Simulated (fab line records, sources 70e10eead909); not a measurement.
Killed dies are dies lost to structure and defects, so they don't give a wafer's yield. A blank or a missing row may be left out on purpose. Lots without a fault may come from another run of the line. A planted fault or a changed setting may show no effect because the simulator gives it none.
fab line records | flow nand_harc
record lots=13 wafers=39 last_day=33
route steps=1302 shown A_CONTACT@1010 A_BONDPAD@1226 THIN_TSV@1246 END@1302
lots that met no fault: from a run of the same line without faults
start_h: hours from the record's first day to the start of the lot's first wafer shown | wait_h: hours since the lot's step before | " the same as in the row above | L1.1+2: a row that stands for several wafers | - no value, or no start given | * or withheld: withheld | < > ~ a bound
route shown NAME@n: a module of which the file shows steps, and the number in the route of the first | usual: mean/standard deviation of fault-free wafers | same: alike in all rows | chamber/n: place in a boat | sites: the reading at each site | _std_site: their standard deviation | _edge_site: outer sites' mean less inner sites' | radius_mm: how far each site lies from the wafer's centre | mask NAME#n: copy n | behind: the tool/chamber that last shaped the wafer | hold: why the lot was held/for how many hours/how that ended | device: the transistor (n, p or np) that didn't switch | end of line: the same wafers' tests at the end of the route | a step without rows: its recipe alone | killed: dies lost to structure and defects at the first sort, not the wafer's yield | map: a wafer's dies, x killed, . not, _ none there
set.NAME: the setting as run; set.NAME@STEP: as run at that earlier step | model.NAME: the simulator's own value behind a step, which no gauge read
steps of the route over a sample of lots; a table a step, a row a wafer
services: from which hour (start_h, from the record's first day; less than 0 if before it) a tool's chamber was out of use, for how many hours, and why
## steps
# step NHARC_A_CONTACT_ETCH_116
# recipe source_w=withheld pressure_mtorr=20 bias_v=3000 time_s=190 target_depth_a=18500 ar_flow_sccm=withheld c4f8_flow_sccm=withheld o2_flow_sccm=withheld chemistry=C4F8/O2/Ar
# columns lot.wafer tool chamber start_h wait_h rf_hours_counter_h
L578.3 har_cap_etch-03 0 491.30 0.1 -
L578.4 " 1 " " -
L578.5 " 0 " " -
L581.1 har_cap_etch-02 1 522.75 0.1 91
L581.5 " 1 " " -
L581.6 " 0 " " -
L582.1 har_cap_etch-03 1 523.40 0.1 46
L582.2 " 0 " " 46
L582.6 " 1 " " -
L579.1 har_cap_etch-02 0 527.72 0.2 93
L579.2 " 1 " " 93
L579.4 " 1 " " -
L583.1 har_cap_etch-01 1 547.72 0.1 8
L583.4 " 0 " " -
L583.5 " 1 " " -
L585.2 har_cap_etch-01 0 576.21 0.1 10
L585.1 " 1 " " 10
L585.4 " 1 " " -
L588.1 har_cap_etch-02 0 615.18 0.1 106
L588.3 " 1 " " -
L588.5 " 1 " " -
L590.2 har_cap_etch-01 0 617.71 0.1 18
L590.1 " 1 " " 18
L590.5 " 0 " " -
L596.2 har_cap_etch-01 1 688.92 0.1 32
L596.1 " 0 " " 32
L596.6 " 1 " " -
L598.2 har_cap_etch-01 1 698.42 0.1 34
L598.3 " 0 " " -
L598.4 " 1 " " -
L597.2 har_cap_etch-02 0 698.69 0.1 122
L597.3 " 0 " " -
L597.6 " 0 " " -
L599.2 har_cap_etch-01 0 710.37 0.1 38
L599.1 " 1 " " 38
L599.3 " 1 " " -
L600.1 har_cap_etch-02 1 727.39 0.2 128
L600.6 " 1 " " -
L600.5 " 0 " " -
# step NHARC_A_BONDPAD_PRE_CLEAN_26
# recipe time_s=30 temp_c=280 gas=H2/He
# usual heater_power_w=436/34
# columns lot.wafer tool chamber start_h wait_h heater_power_w
L578.4 pvd_sputter-02 - - - 444
L578.3 " - " " 436
L578.5 " - " " 418
L581.1 pvd_sputter-03 - - - 401
L581.6 " - " " 406
L581.5 " - " " 406
L582.2 pvd_sputter-02 - - - 448
L582.1 " - " " 426
L582.6 " - " " 437
L579.2 pvd_sputter-03 - - - 449
L579.4 " - " " 402
L579.1 " - " " 408
L583.4 pvd_sputter-02 - - - 412
L583.1 " - " " 371
L583.5 " - " " 417
L585.1 pvd_sputter-01 - - - 419
L585.4 " - " " 470
L585.2 " - " " 508
L588.3 pvd_sputter-01 - - - 504
L588.1 " - " " 426
L588.5 " - " " 517
L590.1 pvd_sputter-01 - - - 468
L590.2 " - " " 496
L590.5 " - " " 417
L596.2 pvd_sputter-03 - - - 396
L596.1 " - " " 431
L596.6 " - " " 404
L598.4 pvd_sputter-03 - - - 409
L598.2 " - " " 422
L598.3 " - " " 438
L597.3 pvd_sputter-02 - - - 372
L597.2 " - " " 418
L597.6 " - " " 382
L599.3 pvd_sputter-03 - - - 408
L599.2 " - " " 422
L599.1 " - " " 442
L600.1 pvd_sputter-03 - - - 417
L600.6 " - " " 416
L600.5 " - " " 427
# step NHARC_A_BONDPAD_THK_MEAS_20
# recipe thk_meas_gauge=xrf
# usual thk_nm=169.9/1.3
# columns lot.wafer tool chamber start_h wait_h thk_nm
L578.3 film_metro-02 - 529.98 - 172.6
L578.4 " - " " 173.5
L578.5 " - " " 169.5
L581.1 film_metro-01 - 563.83 - 172.3
L581.5 " - " " 171.6
L581.6 " - " " 168.6
L582.1 film_metro-01 - 564.05 - 171.1
L582.2 " - " " 169.0
L582.6 " - " " 169.0
L579.1 film_metro-02 - 568.28 - 169.8
L579.2 " - " " 170.6
L579.4 " - " " 169.1
L583.1 film_metro-01 - 584.90 - 171.2
L583.4 " - " " 168.3
L583.5 " - " " 169.1
L585.1 film_metro-01 - 615.18 - 170.4
L585.2 " - " " 168.7
L585.4 " - " " 170.6
L588.1 film_metro-02 - 659.12 - 172.2
L588.3 " - " " 168.7
L588.5 " - " " 172.1
L590.1 film_metro-01 - 660.94 - 169.8
L590.2 " - " " 168.2
L590.5 " - " " 169.4
L596.1 film_metro-01 - 729.55 - 169.9
L596.2 " - " " 168.7
L596.6 " - " " 169.7
L598.2 film_metro-02 - 736.63 - 169.3
L598.3 " - " " 167.8
L598.4 " - " " 170.9
L597.2 film_metro-02 - 737.15 - 171.7
L597.3 " - " " 171.1
L597.6 " - " " 169.7
L599.1 film_metro-02 - 747.95 - 167.2
L599.2 " - " " 170.5
L599.3 " - " " 169.5
L600.1 film_metro-02 - 766.95 - 171.8
L600.5 " - " " 168.8
L600.6 " - " " 169.6
# step NHARC_THIN_TSV_THK_MEAS_02
# recipe thk_meas_gauge=ir
# usual thk_nm=3001/250
# columns lot.wafer tool chamber start_h wait_h thk_nm
L578.3 film_metro-02 - 540.47 - 2710
L578.4 " - " " 2966
L578.5 " - " " 3112
L581.1 film_metro-01 - 575.19 0.2 2367
L581.5 " - " " 2505
L581.6 " - " " 2541
L582.1 film_metro-01 - 576.41 - 2469
L582.2 " - " " 2582
L582.6 " - " " 2674
L579.1 film_metro-01 - 581.77 - 2966
L579.2 " - " " 2962
L579.4 " - " " 3223
L583.1 film_metro-01 - 596.41 0.2 3373
L583.4 " - " " 3425
L583.5 " - " " 3411
L585.1 film_metro-01 - 626.64 0.2 3229
L585.2 " - " " 3222
L585.4 " - " " 3064
L590.1 film_metro-02 - 673.44 - 2970
L590.2 " - " " 3050
L590.5 " - " " 3206
L588.1 film_metro-01 - 674.65 0.2 2487
L588.3 " - " " 2597
L588.5 " - " " 2776
L596.1 film_metro-02 - 745.48 0.2 3233
L596.2 " - " " 3109
L596.6 " - " " 3348
L598.2 film_metro-02 - 755.07 - 2811
L598.3 " - " " 2962
L598.4 " - " " 3182
L597.2 film_metro-02 - 756.27 - 3069
L597.3 " - " " 3029
L597.6 " - " " 3098
L599.1 film_metro-02 - 760.38 - 3183
L599.2 " - " " 3015
L599.3 " - " " 3090
L600.1 film_metro-01 - 778.31 - 2756
L600.5 " - " " 3020
L600.6 " - " " 2674
# step NHARC_END_SORT_01
# recipe temp_c=25
# usual killed_at_array=53/18 killed_at_other=0.9/1.3 killed_at_periphery=4/3.1 killed_dies=58/18 killed_open=3.4/2 killed_short=2.5/1.8
# same gross_dies=677
# columns lot.wafer tool chamber start_h wait_h killed_at_array killed_at_other killed_at_periphery killed_dies killed_open killed_short
L590.1 prober-02 0 689.49 2.5 77 0 1 78 4 2
L590.2 prober-02 0 690.29 2.8 139 1 1 141 1 1
L590.5 prober-02 0 692.70 3.7 128 0 1 129 3 0
# killed by level:class
L590.1 A_CONTACT:unspecified=48 A_CHANNEL_HOLE_D1:chamber_film_flake=19 A_STAIRCASE:chamber_film_flake=3 A_WL_FILL:chamber_film_flake=2 P_M1:geometric_particle:open=1 A_CHANNEL_FILL_D1:geometric_particle:open=1 A_DECK1_JOINT:geometric_particle:short=1 A_CHANNEL_FILL_D2:geometric_particle:short=1
L590.2 A_CONTACT:unspecified=93 A_CHANNEL_HOLE_D1:chamber_film_flake=42 A_STAIRCASE:chamber_film_flake=2 A_CONTACT:chamber_film_flake=2 P_ZERO_WELL:geometric_particle:open=1 STARTING-WAFER:geometric_particle:short=1
L590.5 A_CONTACT:unspecified=85 A_CHANNEL_HOLE_D1:chamber_film_flake=36 A_SLIT:chamber_film_flake=2 A_DECK1_JOINT:geometric_particle:open=1 A_ONON_D2:geometric_particle:open=1 A_BLC:geometric_particle:open=1 P_STI:chamber_film_flake=1 A_CHANNEL_HOLE_D2:chamber_film_flake=1
## services
# columns tool chamber start_h hours kind
har_cap_etch-01 - 497.45 17.0 pm
har_cap_etch-01 0 497.45 17.0 vent_cycle
har_cap_etch-01 1 497.45 17.0 vent_cycle
har_cap_etch-01 0 514.45 - clean
har_cap_etch-01 1 514.45 - clean
pvd_sputter-03 - 526.05 10.0 pm
har_cap_etch-01 - 540.72 0.5 repair
pvd_sputter-01 - 582.00 10.0 pm
pvd_sputter-01 - 615.47 4.1 repair
pvd_sputter-03 - 615.99 1.2 repair
pvd_sputter-02 - 638.00 10.0 pm
pvd_sputter-03 - 670.10 2.4 repair
pvd_sputter-01 - 681.56 3.2 repair
pvd_sputter-03 - 704.05 10.0 pm
pvd_sputter-01 - 706.84 2.3 repair
pvd_sputter-03 - 724.80 2.7 repair
pvd_sputter-01 - 730.99 5.3 repair
har_cap_etch-02 - 754.00 17.0 pm
har_cap_etch-02 0 754.00 17.0 vent_cycle
har_cap_etch-02 1 754.00 17.0 vent_cycle
pvd_sputter-01 - 760.00 10.0 pm
## key
first_sign step=NHARC_END_SORT_01 reading=killed_at_array direction=up sigmas=3.5 usual=53 struck=115
effect step=NHARC_END_SORT_01 reading=killed_dies direction=up sigmas=3.2 usual=58 struck=116
more_kills_born_at NHARC_A_CONTACT_ETCH_116@har_cap_etch-01=226
met_at NHARC_A_CONTACT_ETCH_116
struck_lots L590
tester_left_out L590
not_acting_at NHARC_A_BONDPAD_PRE_CLEAN_26,NHARC_A_BONDPAD_THK_MEAS_20,NHARC_THIN_TSV_THK_MEAS_02
onset_between 576.21 617.71
fault kind=chamber_particle_source tool=har_cap_etch-01 chamber=- onset_h=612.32 steps=NHARC_A_CONTACT_ETCH_116 rate_per_visit_cm2=0.68709 end_h=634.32
# tester_left_out: of these lots the tester's yield and bins aren't shown, on N5 and GAA mostly nor the transistor test; their killed dies are dies lost to structure and defects alone, not to doping, threshold or leakage, so they don't give the yield
